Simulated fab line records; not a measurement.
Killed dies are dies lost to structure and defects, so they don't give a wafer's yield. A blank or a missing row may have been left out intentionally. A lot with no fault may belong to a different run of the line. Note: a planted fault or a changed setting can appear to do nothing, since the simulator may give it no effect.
fab line records	flow n5-finfet
record: lots: 10	wafers: 30	last-day: 17
route steps=1938 shown BEOL_M14@1727 PASSIVATION@1936
lots untouched by any fault: they come from a run of this same line in which no faults occurred
start-h: the number of hours between the record's first day and the start of the first shown wafer of the lot	wait-h: hours from the lot's prior step to this one	" as in the row above	L1.1+2: a row that stands for several wafers	- no value present, or no start provided	* or withheld: withheld	< > ~ a bound
route shown NAME@n: NAME is a module with steps in the file, n the number in the route of the first one	usual: mean/standard deviation taken from wafers without a fault	same: alike in all rows	chamber/n: place in a boat	sites: each site's reading	_std_site: the values' standard deviation	_edge_site: outer sites' mean less inner sites'	radius-mm: for every site, how far away it sits from the centre of the wafer	mask NAME#n: copy n	behind: the last tool/chamber to shape the wafer	hold: the reason the lot was held/the length of the hold in hours/how it ended	device: transistor that didn't switch, given as n, p or np	end of line: the route-end tests of the same wafers	for a step that has no rows: nothing shown but its recipe	killed: count of dies lost to structure and defects at first sort (not the wafer's yield)	map: the dies of a wafer, with x for killed, . for not killed, _ for no die there
set.NAME: the setting that was run; set.NAME@STEP: the one run at that earlier step	model.NAME: the simulator's own value behind a step, which no gauge read
the route's steps for a sample of lots (tables are steps, rows are wafers)
services: a tool's chamber out of use, with start hour (start-h, from the record's first day; less than 0 if before it), hours out, and reason
== steps ==
step: N5_BEOL_M14_OVL_MEAS_11
recipe: points-per-wafer: 44
usual: V13_OVL: 1/5
lot.wafer	tool	chamber	start-h	wait-h	V13_OVL[nm]
L993.2	overlay-01	0	242.81	0.0	-1
L993.3	"	0	"	"	-4
L993.5	"	0	"	"	-2
L994.2	overlay-01	0	247.75	0.0	-2
L994.4	"	0	"	"	-3
L994.5	"	0	"	"	-3
L995.1	overlay-01	0	257.97	0.0	-4
L995.2	"	0	"	"	1
L995.6	"	0	"	"	2
L996.1	overlay-01	0	264.03	0.0	-1
L996.3	"	0	"	"	3
L996.6	"	0	"	"	-6
L999.3	overlay-01	0	285.18	0.0	-1
L999.5	"	0	"	"	0
L999.6	"	0	"	"	5
L100.1	overlay-01	0	292.65	0.0	1
L100.4	"	0	"	"	8
L100.5	"	0	"	"	8
L104.1	overlay-01	0	315.99	0.0	-3
L104.2	"	0	"	"	2
L104.5	"	0	"	"	5
L108.3	overlay-01	0	345.89	0.0	-5
L108.5	"	0	"	"	5
L108.6	"	0	"	"	5
L112.4	overlay-01	0	357.50	0.0	8
L112.5	"	0	"	"	5
L112.6	"	0	"	"	0
L115.2	overlay-01	0	373.98	0.0	0
L115.3	"	0	"	"	2
L115.4	"	0	"	"	1
step: N5_BEOL_M14_ETCH_59
recipe: chemistry: N2/H2	target: BARC	target-depth-a: 890	overetch-a: 267	time-s: 67.9	ion-energy-ev: 200	pressure-mtorr: 30	source-w: 840	bias-w: 150	n2-flow-sccm: 200	h2-flow-sccm: 200
usual: drypump-motor-current-A: 5.6/0.53	h2-flow-sccm: 199.9/0.61	oes-product-au: 0.69/0.051	rf-vpp-V: 524.4/2.4	showerhead-plenum-p-Torr: 2.56/0.082	throttle-valve-pct: 17.81/0.2
lot.wafer	tool	chamber	start-h	wait-h	drypump-motor-current-A	h2-flow-sccm	oes-product-au	rf-hours-counter-h	rf-vpp-V	showerhead-plenum-p-Torr	throttle-valve-pct
L993.2	rie-diel-02	1	242.91	0.0	4.9	200.3	0.68	108	524.0	2.56	17.69
L993.3	"	3	"	"	4.7	198.7	0.62	219	522.9	2.51	17.91
L993.5	"	2	"	"	5.5	200.2	0.75	-	522.4	2.48	17.66
L994.2	rie-diel-04	1	247.90	0.0	6.6	199.4	0.62	199	526.3	2.63	18.30
L994.4	"	3	"	"	5.4	200.3	0.71	81	528.3	2.68	17.63
L994.5	"	2	"	"	5.7	199.4	0.65	-	523.3	2.56	17.97
L995.1	rie-diel-04	3	258.07	0.0	5.4	199.3	0.70	85	528.8	2.68	17.63
L995.2	"	0	"	"	5.9	199.7	0.77	28	522.2	2.49	17.76
L995.6	"	1	"	"	6.6	200.6	0.62	-	527.5	2.63	18.32
L996.1	rie-diel-02	3	264.43	0.0	4.7	199.8	0.62	227	524.3	2.51	17.96
L996.3	"	0	"	"	6.2	200.1	0.76	38	527.8	2.70	17.64
L996.6	"	2	"	"	5.5	200.3	0.75	-	522.0	2.48	17.68
L999.3	rie-diel-03	3	285.32	0.0	4.9	200.1	0.61	219	521.8	2.51	18.01
L999.5	"	0	"	"	6.1	199.4	0.70	-	527.8	2.67	17.91
L999.6	"	1	"	"	5.7	199.4	0.73	-	526.6	2.58	17.58
L100.1	rie-diel-02	3	292.74	0.0	4.7	200.1	0.60	238	523.1	2.51	17.96
L100.4	"	1	"	"	4.9	199.4	0.67	126	522.9	2.56	17.76
L100.5	"	0	"	"	6.2	200.3	0.74	-	526.9	2.69	17.66
L104.1	rie-diel-02	0	316.08	0.0	6.2	200.2	0.73	59	527.8	2.69	17.67
L104.2	"	2	"	"	5.5	199.7	0.72	64	522.0	2.47	17.72
L104.5	"	2	"	"	5.5	199.1	0.72	-	521.8	2.47	17.74
L108.3	rie-diel-02	0	346.03	0.0	6.2	199.8	0.72	73	528.5	2.68	17.70
L108.5	"	3	"	"	4.7	200.7	0.60	-	521.4	2.50	18.00
L108.6	"	2	"	"	5.5	198.7	0.71	-	522.0	2.46	17.75
L112.4	rie-diel-03	2	357.59	0.0	5.4	201.7	0.70	68	521.4	2.47	17.61
L112.5	"	2	"	"	5.4	200.8	0.70	-	521.9	2.47	17.62
L112.6	"	1	"	"	5.7	199.0	0.70	-	524.5	2.57	17.61
L115.2	rie-diel-03	1	374.33	0.0	5.7	200.7	0.69	91	525.4	2.57	17.64
L115.3	"	0	"	"	6.0	199.6	0.66	144	526.6	2.65	17.98
L115.4	"	3	"	"	4.9	200.3	0.59	246	522.4	2.50	18.05
step: N5_BEOL_M14_VIA_ETCH_16
recipe: chemistry: C4F8/O2/Ar	target: SiO2	he-inner-torr: 15	he-outer-torr: 30	target-depth-a: 12313	time-s: withheld	ion-energy-ev: 800	pressure-mtorr: 20	source-w: 1905	bias-w: 2040	Ar_flow_sccm: 400	C4F8_flow_sccm: 16	O2_flow_sccm: 12	ends: cleared
usual: drypump-motor-current-A: 5.6/0.54	oes-product-au: 0.72/0.055	rf-vpp-V: 2217/15	showerhead-plenum-p-Torr: 3.47/0.1	throttle-valve-pct: 30.78/0.18
lot.wafer	tool	chamber	start-h	wait-h	drypump-motor-current-A	oes-product-au	rf-vpp-V	showerhead-plenum-p-Torr	throttle-valve-pct
L993.2	rie-diel-02	1	242.96	0.0	4.9	0.72	2218	3.45	30.62
L993.3	"	3	"	"	4.7	0.64	2217	3.41	30.87
L993.5	"	2	"	"	5.5	0.81	2212	3.38	30.83
L994.2	rie-diel-04	1	247.95	0.0	6.6	0.65	2256	3.55	31.29
L994.4	"	3	"	"	5.4	0.74	2234	3.61	30.71
L994.5	"	2	"	"	5.7	0.70	2216	3.44	30.87
L995.1	rie-diel-04	3	258.12	0.0	5.4	0.74	2233	3.61	30.71
L995.2	"	0	"	"	5.8	0.81	2204	3.36	30.78
L995.6	"	1	"	"	6.6	0.65	2257	3.54	31.29
L996.1	rie-diel-02	3	264.49	0.0	4.7	0.64	2217	3.41	30.86
L996.3	"	0	"	"	6.2	0.80	2217	3.64	30.65
L996.6	"	2	"	"	5.5	0.78	2212	3.37	30.82
L999.3	rie-diel-03	3	285.38	0.0	4.9	0.64	2239	3.39	30.83
L999.5	"	0	"	"	6.0	0.74	2219	3.59	30.77
L999.6	"	1	"	"	5.7	0.77	2200	3.50	30.69
L100.1	rie-diel-02	3	292.79	0.0	4.7	0.64	2215	3.40	30.87
L100.4	"	1	"	"	4.9	0.70	2217	3.44	30.62
L100.5	"	0	"	"	6.2	0.79	2215	3.63	30.68
L104.1	rie-diel-02	0	316.13	0.0	6.2	0.77	2216	3.62	30.68
L104.2	"	2	"	"	5.5	0.76	2211	3.36	30.82
L104.5	"	2	"	"	5.5	0.77	2210	3.36	30.86
L108.3	rie-diel-02	0	346.08	0.0	6.2	0.76	2215	3.62	30.69
L108.5	"	3	"	"	4.7	0.63	2215	3.39	30.89
L108.6	"	2	"	"	5.5	0.75	2208	3.36	30.86
L112.4	rie-diel-03	2	357.64	0.0	5.4	0.75	2205	3.34	30.52
L112.5	"	2	"	"	5.4	0.76	2204	3.34	30.52
L112.6	"	1	"	"	5.7	0.74	2199	3.49	30.71
L115.2	rie-diel-03	1	374.38	0.0	5.7	0.74	2197	3.49	30.73
L115.3	"	0	"	"	6.0	0.70	2217	3.56	30.82
L115.4	"	3	"	"	4.9	0.62	2238	3.38	30.84
step: N5_BEOL_M14_INSPECT_30
recipe: mode: adi	inspect-instrument: macro
usual: raw-defect-count: 2.2/1.4
lot.wafer	tool	chamber	start-h	wait-h	raw-defect-count
L993.2	defect-inspect-01	-	243.69	0.0	3
L993.3	"	-	"	"	2
L993.5	"	-	"	"	3
L994.2	defect-inspect-02	-	248.80	0.0	1
L994.4	"	-	"	"	2
L994.5	"	-	"	"	4
L995.1	defect-inspect-01	-	258.85	0.0	3
L995.2	"	-	"	"	2
L995.6	"	-	"	"	1
L996.1	defect-inspect-01	-	265.35	0.0	1
L996.3	"	-	"	"	1
L996.6	"	-	"	"	4
L999.3	defect-inspect-02	-	286.11	0.0	3
L999.5	"	-	"	"	2
L999.6	"	-	"	"	2
L100.1	defect-inspect-01	-	293.52	0.0	5
L100.4	"	-	"	"	3
L100.5	"	-	"	"	4
L104.1	defect-inspect-02	-	316.99	0.0	>300
L104.2	"	-	"	"	>300
L104.5	"	-	"	"	>300
L108.3	defect-inspect-02	-	346.81	0.0	>300
L108.5	"	-	"	"	>300
L108.6	"	-	"	"	>300
L112.4	defect-inspect-01	-	358.41	0.0	5
L112.5	"	-	"	"	2
L112.6	"	-	"	"	2
L115.2	defect-inspect-02	-	375.23	0.0	1
L115.3	"	-	"	"	2
L115.4	"	-	"	"	1
step: N5_BEOL_M14_DESCUM_33
recipe: chemistry: O2	time-s: 7.9	source-power-w: 50	bias-power-w: 20	pressure-mtorr: 20	rf-frequency-hz: 2.712e+07	temp-c: 40	o2-flow-sccm: 225
usual: bias-power-w: 20.00/0.055	drypump-motor-current-A: 5.6/0.53	o2-flow-sccm: 225.0/0.65	oes-product-au: 0.79/0.066	rf-vpp-V: 243.5/1.3	showerhead-plenum-p-Torr: 2.11/0.067	throttle-valve-pct: 20.39/0.19
lot.wafer	tool	chamber	start-h	wait-h	bias-power-w	drypump-motor-current-A	o2-flow-sccm	oes-product-au	rf-hours-counter-h	rf-vpp-V	showerhead-plenum-p-Torr	throttle-valve-pct
L993.2	rie-diel-02	2	243.73	0.0	19.95	5.5	224.9	0.88	36	243.6	2.04	20.15
L993.3	"	1	"	"	19.95	4.9	225.6	0.79	109	244.5	2.11	20.25
L993.5	"	3	"	"	20.03	4.7	224.5	0.72	-	242.8	2.07	20.46
L994.2	rie-diel-03	3	248.84	0.0	19.94	4.9	225.4	0.71	206	242.5	2.08	20.56
L994.4	"	2	"	"	20.05	5.4	223.8	0.90	26	241.5	2.05	20.11
L994.5	"	1	"	"	19.97	5.7	225.0	0.86	-	242.8	2.14	20.19
L995.1	rie-diel-02	2	259.12	0.3	19.96	5.5	226.0	0.88	41	243.2	2.04	20.16
L995.2	"	1	"	"	20.04	4.9	224.5	0.80	114	244.2	2.10	20.25
L995.6	"	2	"	"	19.90	5.5	224.8	0.88	-	242.4	2.04	20.17
L996.1	rie-diel-03	0	265.38	0.0	19.96	6.0	225.1	0.82	100	245.0	2.20	20.37
L996.3	"	1	"	"	20.05	5.7	224.9	0.86	53	242.7	2.13	20.20
L996.6	"	3	"	"	20.05	4.9	224.4	0.70	-	243.5	2.07	20.55
L999.3	rie-diel-02	1	286.31	0.2	19.89	4.9	226.0	0.78	124	244.3	2.10	20.26
L999.5	"	2	"	"	19.98	5.5	225.0	0.87	-	242.5	2.03	20.18
L999.6	"	3	"	"	19.98	4.7	224.9	0.70	-	243.3	2.06	20.44
L100.1	rie-diel-04	3	293.56	0.0	19.96	5.4	224.0	0.80	100	244.5	2.20	20.32
L100.4	"	2	"	"	19.94	5.7	224.8	0.75	-	242.7	2.10	20.58
L100.5	"	3	"	"	19.94	5.4	224.6	0.80	-	245.1	2.20	20.32
L104.1	rie-diel-03	3	317.02	0.0	19.99	4.9	224.0	0.70	228	242.9	2.07	20.57
L104.2	"	0	"	"	19.99	6.0	226.0	0.81	120	243.8	2.19	20.40
L104.5	"	2	"	"	20.11	5.4	224.8	0.85	-	242.7	2.04	20.14
L108.3	rie-diel-03	1	346.85	0.0	20.05	5.7	223.6	0.83	84	242.6	2.12	20.24
L108.5	"	1	"	"	20.06	5.7	225.0	0.81	-	243.6	2.12	20.23
L108.6	"	0	"	"	19.97	6.0	224.9	0.79	-	245.8	2.19	20.41
L112.4	rie-diel-04	3	358.44	0.0	19.96	5.4	225.0	0.79	120	243.6	2.19	20.35
L112.5	"	1	"	"	20.01	6.6	224.7	0.69	-	244.3	2.14	20.79
L112.6	"	2	"	"	20.04	5.7	225.1	0.74	-	243.6	2.09	20.62
L115.2	rie-diel-03	0	375.26	0.0	19.98	6.0	225.3	0.78	144	243.7	2.18	20.45
L115.3	"	1	"	"	19.99	5.7	224.5	0.81	91	244.6	2.12	20.25
L115.4	"	2	"	"	19.92	5.4	224.8	0.83	74	241.6	2.03	20.20
step: N5_PASSIVATION_PROBE_49
usual: defect-limited-yield: 91.3/1.3	killed_at_M0_to_M3: 35/13	killed_at_M4_up: 13/5.2	killed-at-contacts: 12/6.2	killed-at-front-end: 39/9.6	killed-at-other: 3.1/2.6	killed-dies: 102/16	killed-on-rim: 13/3.8	killed-open: 68/13	killed-short: 33/6.9	sort_bin_5_function: 5.1/0.87	sort_bin_6_memory: 3.3/0.67	sort-n-pass: 1078/16	sort-yield-pct: 91.3/1.3
same: gross-dies: 1180	killed-at-back-side: 0	sort_bin_4_leakage[%]: 0	sort_bin_8_speed[%]: 0
lot.wafer	tool	chamber	start-h	wait-h	defect-limited-yield[%]	killed_at_M0_to_M3	killed_at_M4_up	killed-at-contacts	killed-at-front-end	killed-at-other	killed-dies	killed-on-rim	killed-open	killed-short	sort_bin_5_function[%]	sort_bin_6_memory[%]	sort-n-pass	sort-yield-pct[%]
L993.2	prober-01	-	270.30	0.1	91.0	40	14	6	45	1	106	15	73	33	5.2	3.5	1074	91.0
L993.3	prober-01	-	270.35	0.1	92.4	25	23	3	36	3	90	13	62	28	4.3	3.1	1090	92.4
L993.5	prober-01	-	270.45	0.2	92.6	33	15	13	26	0	87	9	57	29	4.8	2.4	1093	92.6
L995.1	prober-01	-	282.65	0.0	92.5	35	7	8	34	4	88	12	59	29	4.5	2.9	1092	92.5
L995.2	prober-01	-	282.70	0.1	92.5	23	16	2	42	5	88	8	49	39	4.6	2.5	1092	92.5
L995.6	prober-01	-	282.90	0.3	92.9	34	6	7	35	2	84	12	44	38	3.6	3.2	1096	92.9
L996.1	prober-01	-	290.57	0.0	92.2	26	16	20	27	3	92	8	59	31	4.2	3.4	1088	92.2
L996.3	prober-01	-	290.67	0.1	91.7	31	9	26	32	0	98	14	67	31	4.7	3.3	1082	91.7
L996.6	prober-01	-	290.82	0.3	91.4	35	12	22	27	5	101	12	69	31	5.4	2.5	1079	91.4
L100.1	prober-01	-	321.95	0.0	92.3	29	19	10	30	3	91	13	59	31	4.7	2.5	1089	92.3
L100.4	prober-01	-	322.10	0.2	94.5	19	19	4	18	5	65	5	41	23	3.1	1.9	1115	94.5
L100.5	prober-01	-	322.15	0.2	93.3	19	11	10	36	3	79	12	44	35	3.7	2.5	1101	93.3
L104.1	prober-01	-	341.81	0.0	83.6	24	117	6	43	3	193	12	50	38	10.4	3.7	987	83.6
L104.2	prober-01	-	341.86	0.1	88.5	23	78	7	27	1	136	31	59	15	6.7	3.0	1044	88.5
L104.5	prober-01	-	342.01	0.2	88.1	17	75	8	40	0	140	27	55	27	7.3	3.8	1040	88.1
L108.3	prober-01	-	373.42	0.1	80.9	42	124	18	40	1	225	16	80	36	12.0	4.8	955	80.9
L108.5	prober-01	-	373.52	0.2	83.5	41	106	5	41	2	195	31	65	38	11.1	3.9	985	83.5
L108.6	prober-01	-	373.57	0.3	85.9	32	70	12	45	7	166	24	67	37	8.5	4.2	1014	85.9
L112.4	prober-01	-	388.68	0.2	90.1	34	22	21	34	6	117	14	73	44	6.0	3.6	1063	90.1
L112.5	prober-01	-	388.73	0.2	91.1	17	21	17	50	0	105	12	72	33	5.5	3.2	1075	91.1
L112.6	prober-01	-	388.78	0.3	92.7	16	20	10	29	11	86	6	55	31	4.9	2.3	1094	92.7
killed by level:class
L993.2 BEOL_M3:geometric-particle:open=17 FIN_SAQP:geometric-particle:open=12 FIN_SAQP:geometric-particle:short=11 BEOL_M0_SAQP:geometric-particle:short=9 BEOL_M0_SAQP:geometric-particle:open=7 STI_FIN_REVEAL:geometric-particle:open=6 DUMMY_GATE:geometric-particle:open=6 BEOL_M5:geometric-particle:open=6
L993.3 FIN_SAQP:geometric-particle:open=10 STI_FIN_REVEAL:geometric-particle:open=10 BEOL_M4:geometric-particle:open=10 BEOL_M0_SAQP:geometric-particle:short=8 STI_FIN_REVEAL:geometric-particle:short=5 BEOL_M2:geometric-particle:open=5 BEOL_M1:geometric-particle:open=4 BEOL_M4:geometric-particle:short=4
L993.5 MOL_CONTACT_COAG:geometric-particle:open=11 BEOL_M0_SAQP:geometric-particle:short=9 BEOL_M2:geometric-particle:open=8 BEOL_M0_SAQP:geometric-particle:open=8 DUMMY_GATE:geometric-particle:open=6 BEOL_M6:geometric-particle:short=5 FIN_SAQP:geometric-particle:open=4 STI_FIN_REVEAL:geometric-particle:open=4
L995.1 BEOL_M0_SAQP:geometric-particle:short=13 BEOL_M0_SAQP:geometric-particle:open=10 FIN_SAQP:geometric-particle:open=7 MOL_CONTACT_COAG:geometric-particle:open=7 GATE_CUT:geometric-particle:open=6 FIN_SAQP:geometric-particle:short=5 BEOL_M3:geometric-particle:open=5 GATE_CUT:geometric-particle:short=4
L995.2 FIN_SAQP:geometric-particle:short=9 STI_FIN_REVEAL:geometric-particle:open=9 BEOL_M1:geometric-particle:open=8 BEOL_M0_SAQP:geometric-particle:open=6 FIN_SAQP:geometric-particle:open=5 STI_FIN_REVEAL:geometric-particle:short=5 BEOL_M5:geometric-particle:short=5 STARTING-WAFER:geometric-particle:open=4
L995.6 FIN_SAQP:geometric-particle:short=11 BEOL_M1:geometric-particle:open=9 BEOL_M0_SAQP:geometric-particle:short=9 BEOL_M0_SAQP:geometric-particle:open=7 STI_FIN_REVEAL:geometric-particle:open=6 MOL_CONTACT_COAG:geometric-particle:open=6 FIN_SAQP:geometric-particle:open=5 STARTING-WAFER:geometric-particle:short=4
L996.1 MOL_CONTACT_COAG:geometric-particle:open=15 BEOL_M1:geometric-particle:open=7 FIN_SAQP:geometric-particle:short=6 STARTING-WAFER:geometric-particle:open=6 MOL_CONTACT_COAG:geometric-particle:short=5 BEOL_M2:geometric-particle:open=5 BEOL_M0_SAQP:geometric-particle:open=4 BEOL_M4:geometric-particle:open=4
L996.3 MOL_CONTACT_COAG:geometric-particle:open=23 FIN_SAQP:geometric-particle:open=8 BEOL_M0_SAQP:geometric-particle:open=7 BEOL_M1:geometric-particle:open=6 FIN_SAQP:geometric-particle:short=5 BEOL_M0_SAQP:geometric-particle:short=5 BEOL_M2:geometric-particle:short=5 GATE_CUT:geometric-particle:short=4
L996.6 MOL_CONTACT_COAG:geometric-particle:open=19 BEOL_M0_SAQP:geometric-particle:open=8 BEOL_M4:geometric-particle:open=7 FIN_SAQP:geometric-particle:short=6 BEOL_M1:geometric-particle:open=5 BEOL_M1:geometric-particle:short=5 BEOL_M0_SAQP:geometric-particle:short=4 BEOL_M3:geometric-particle:open=4
L100.1 BEOL_M0_SAQP:geometric-particle:open=9 BEOL_M4:geometric-particle:open=7 MOL_CONTACT_COAG:geometric-particle:open=6 BEOL_M0_SAQP:geometric-particle:short=6 BEOL_M2:geometric-particle:open=6 BEOL_M5:geometric-particle:open=6 DUMMY_GATE:geometric-particle:open=4 ILD0:geometric-particle:open=4
L100.4 FIN_SAQP:geometric-particle:open=7 BEOL_M4:geometric-particle:open=6 BEOL_M0_SAQP:geometric-particle:open=5 FIN_SAQP:geometric-particle:short=4 MOL_CONTACT_COAG:geometric-particle:open=4 BEOL_M4:geometric-particle:short=4 BEOL_M0_SAQP:geometric-particle:short=3 BEOL_M1:geometric-particle:open=3
L100.5 BEOL_M0_SAQP:geometric-particle:open=8 MOL_CONTACT_COAG:geometric-particle:short=6 FIN_SAQP:geometric-particle:short=5 DUMMY_GATE:geometric-particle:open=5 BEOL_M0_SAQP:geometric-particle:short=5 FIN_SAQP:geometric-particle:open=4 GATE_CUT:geometric-particle:short=4 MOL_CONTACT_COAG:geometric-particle:open=4
L104.1 BEOL_M14:unspecified=105 FIN_SAQP:geometric-particle:short=12 STI_FIN_REVEAL:geometric-particle:open=11 BEOL_M4:geometric-particle:open=9 BEOL_M0_SAQP:geometric-particle:short=8 MOL_CONTACT_COAG:geometric-particle:open=5 FIN_SAQP:geometric-particle:open=4 BEOL_M0_SAQP:geometric-particle:open=4
L104.2 BEOL_M14:unspecified=60 BEOL_M4:geometric-particle:open=7 MOL_CONTACT_COAG:geometric-particle:open=7 BEOL_M2:geometric-particle:open=7 STI_FIN_REVEAL:geometric-particle:open=6 GATE_CUT:geometric-particle:short=6 BEOL_M1:geometric-particle:open=5 DUMMY_GATE:geometric-particle:open=4
L104.5 BEOL_M14:unspecified=57 STI_FIN_REVEAL:geometric-particle:open=8 MOL_CONTACT_COAG:geometric-particle:open=7 BEOL_M4:geometric-particle:open=6 GATE_CUT:geometric-particle:short=6 BEOL_M3:geometric-particle:open=6 FIN_SAQP:geometric-particle:short=5 DUMMY_GATE:geometric-particle:open=5
L108.3 BEOL_M14:unspecified=108 MOL_CONTACT_COAG:geometric-particle:open=14 STI_FIN_REVEAL:geometric-particle:open=13 BEOL_M2:geometric-particle:open=10 BEOL_M0_SAQP:geometric-particle:open=9 DUMMY_GATE:geometric-particle:open=7 BEOL_M0_SAQP:geometric-particle:short=7 FIN_SAQP:geometric-particle:short=5
L108.5 BEOL_M14:unspecified=90 BEOL_M0_SAQP:geometric-particle:short=10 BEOL_M0_SAQP:geometric-particle:open=9 BEOL_M2:geometric-particle:open=9 FIN_SAQP:geometric-particle:open=8 STI_FIN_REVEAL:geometric-particle:open=6 DUMMY_GATE:geometric-particle:open=5 BEOL_M4:geometric-particle:open=5
L108.6 BEOL_M14:unspecified=60 FIN_SAQP:geometric-particle:open=11 BEOL_M2:geometric-particle:open=11 MOL_CONTACT_COAG:geometric-particle:open=9 GATE_CUT:geometric-particle:short=7 FIN_SAQP:geometric-particle:short=6 STI_FIN_REVEAL:geometric-particle:open=6 BEOL_M0_SAQP:geometric-particle:open=6
L112.4 MOL_CONTACT_COAG:geometric-particle:open=14 BEOL_M4:geometric-particle:open=10 FIN_SAQP:geometric-particle:open=9 GATE_CUT:geometric-particle:short=7 MOL_CONTACT_COAG:geometric-particle:short=7 BEOL_M0_SAQP:geometric-particle:short=7 BEOL_M3:geometric-particle:open=7 STI_FIN_REVEAL:geometric-particle:open=4
L112.5 MOL_CONTACT_COAG:geometric-particle:open=16 FIN_SAQP:geometric-particle:short=13 BEOL_M4:geometric-particle:open=10 FIN_SAQP:geometric-particle:open=8 ILD0:geometric-particle:open=6 GATE_CUT:geometric-particle:short=6 BEOL_M0_SAQP:geometric-particle:open=6 BEOL_M0:geometric-particle:open=6
L112.6 BEOL_M4:geometric-particle:open=10 STI_FIN_REVEAL:geometric-particle:open=6 MOL_CONTACT_COAG:geometric-particle:open=6 BEOL_M0_SAQP:geometric-particle:short=5 FIN_SAQP:geometric-particle:open=4 MOL_CONTACT_COAG:geometric-particle:short=4 GATE_CUT:geometric-particle:short=4 DUMMY_GATE:geometric-particle:open=3
== services ==
tool	chamber	start-h	hours	kind
rie-diel-02	2	225.53	14.6	repair
rie-diel-04	1	288.71	11.0	repair
rie-diel-04	-	298.50	2.8	pm
rie-diel-03	3	301.67	7.3	repair
rie-diel-03	3	322.29	11.0	repair
rie-diel-04	3	340.45	5.4	repair
rie-diel-02	3	365.02	-	clean
rie-diel-02	3	365.02	-	consumable-replace:focus-ring
rie-diel-02	3	365.02	15.8	scheduled-down
rie-diel-02	3	365.02	15.8	vent-cycle
== key ==
first-sign: step: N5_BEOL_M14_INSPECT_30	reading: raw-defect-count	direction: up	sigmas: 99+	usual: 2.2	struck: >300
effect: step: N5_PASSIVATION_PROBE_49	reading: killed_at_M4_up	direction: up	sigmas: 16	usual: 13	struck: 95
more-kills-born-at: N5_BEOL_M14_VIA_ETCH_16@rie-diel-02: 480
met-at N5_BEOL_M14_VIA_ETCH_16
struck-lots L104,L108
not-acting-at N5_BEOL_M14_OVL_MEAS_11,N5_BEOL_M14_ETCH_59,N5_BEOL_M14_DESCUM_33
onset-between 292.79 316.13
fault: kind: chamber-particle-source	tool: rie-diel-02	chamber: -	onset-h: 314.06	steps: N5_BEOL_M14_VIA_ETCH_16	rate-per-visit-cm2: 0.61438	end-h: 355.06
